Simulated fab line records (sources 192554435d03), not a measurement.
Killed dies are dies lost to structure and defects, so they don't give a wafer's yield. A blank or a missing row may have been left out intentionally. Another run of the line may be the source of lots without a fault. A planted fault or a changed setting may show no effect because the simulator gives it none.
Matching of chambers	flow n5 finfet	N5_BEOL_M14_DESCUM_15 on rie diel-05: 4 sister chambers
The step chemistry O2, time 7.9 s. 4 wafers are shown with their chamber, then 11 later ones without.

== EACH WAFER AND ITS CHAMBER ==
wafer	chamber	showerhead plenum p Torr (Torr)
L086.1	2	2.13
L086.3	3	2.20
L086.4	0	2.02
L089.2	1	2.02

== WAFERS WITH NO CHAMBER GIVEN ==
wafer	showerhead plenum p Torr (Torr)
L089.4	2.02
L089.5	2.13
L092.1	2.02
L092.2	2.13
L092.3	2.02
L095.1	2.19
L095.3	2.01
L095.6	2.01
L094.3	2.13
L094.5	2.13
L094.6	2.19

== WHICH CHAMBER EACH WENT THROUGH ==
wafer	from the rows above	in truth
L089.4	can't be placed: 0 or 1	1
L089.5	2	2
L092.1	can't be placed: 0 or 1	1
L092.2	2	2
L092.3	can't be placed: 0 or 1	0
L095.1	3	3
L095.3	can't be placed: 0 or 1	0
L095.6	can't be placed: 0 or 1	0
L094.3	2	2
L094.5	2	2
L094.6	3	3
Correctly placed: 6 of 11. Cannot be placed on the basis of these rows: 5; the candidates contain the true chamber in 5. Wrongly placed: 0.
How it was worked out, from the rows above alone: a wafer's distance from a chamber is the root of the sum, over the readings, of the square of ((its reading less the chamber's mean) divided by the reading's scatter). If the next closest chamber is less than 2 further off than the closest, the wafer can't be placed; otherwise it belongs to the closest. The mean given for a chamber averages the wafers shown for that chamber. The scatter: root of mean squared gap, hidden wafer to nearest shown wafer, with one shown wafer a chamber.
